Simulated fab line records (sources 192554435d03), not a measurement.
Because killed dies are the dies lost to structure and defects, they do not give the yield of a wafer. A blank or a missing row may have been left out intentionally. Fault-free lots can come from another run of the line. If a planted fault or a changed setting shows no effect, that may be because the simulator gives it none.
Matching of chambers / flow n5Finfet / N5_BEOL_M5_STRIP_19 on rieDiel-06: 4 sister chambers
The step strips in O2. 4 wafers are shown with their chamber, then 12 later ones without.

== WAFERS PAIRED WITH THEIR CHAMBERS ==
wafer=L086.5; chamber=2; showerheadPlenumPTorr (Torr)=2.19
wafer=L083.1; chamber=3; showerheadPlenumPTorr (Torr)=1.98
wafer=L083.3; chamber=0; showerheadPlenumPTorr (Torr)=2.13
wafer=L083.5; chamber=1; showerheadPlenumPTorr (Torr)=2.13

== WAFERS MISSING THEIR CHAMBER ==
wafer=L090.1; showerheadPlenumPTorr (Torr)=1.98
wafer=L090.4; showerheadPlenumPTorr (Torr)=2.19
wafer=L090.5; showerheadPlenumPTorr (Torr)=1.98
wafer=L091.3; showerheadPlenumPTorr (Torr)=2.12
wafer=L091.4; showerheadPlenumPTorr (Torr)=2.13
wafer=L091.5; showerheadPlenumPTorr (Torr)=2.12
wafer=L093.3; showerheadPlenumPTorr (Torr)=2.12
wafer=L093.5; showerheadPlenumPTorr (Torr)=2.12
wafer=L093.6; showerheadPlenumPTorr (Torr)=2.12
wafer=L094.1; showerheadPlenumPTorr (Torr)=1.98
wafer=L094.2; showerheadPlenumPTorr (Torr)=2.13
wafer=L094.4; showerheadPlenumPTorr (Torr)=2.12

== WHICH CHAMBER EACH WENT THROUGH ==
wafer=L090.1; from the rows above=3; in truth=3
wafer=L090.4; from the rows above=2; in truth=2
wafer=L090.5; from the rows above=3; in truth=3
wafer=L091.3; from the rows above=can't be placed: 0 or 1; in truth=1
wafer=L091.4; from the rows above=can't be placed: 0 or 1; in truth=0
wafer=L091.5; from the rows above=can't be placed: 0 or 1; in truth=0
wafer=L093.3; from the rows above=can't be placed: 0 or 1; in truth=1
wafer=L093.5; from the rows above=can't be placed: 0 or 1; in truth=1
wafer=L093.6; from the rows above=can't be placed: 0 or 1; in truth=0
wafer=L094.1; from the rows above=3; in truth=3
wafer=L094.2; from the rows above=can't be placed: 0 or 1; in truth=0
wafer=L094.4; from the rows above=can't be placed: 0 or 1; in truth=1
Correct placement for 4 of the 12. Cannot be placed on the basis of these rows: 8; the candidates contain the true chamber in 8. Placed wrongly: 0.
How it was worked out, from the rows above alone: a wafer's distance from a chamber is the root of the sum, over the readings, of the square of ((its reading less the chamber's mean) divided by the reading's scatter). If the next closest chamber is less than 2 further off than the closest, the wafer can't be placed; otherwise it belongs to the closest. A chamber's mean is the mean of its shown wafers. The scatter: root of mean squared gap, hidden wafer to nearest shown wafer, with one shown wafer a chamber.
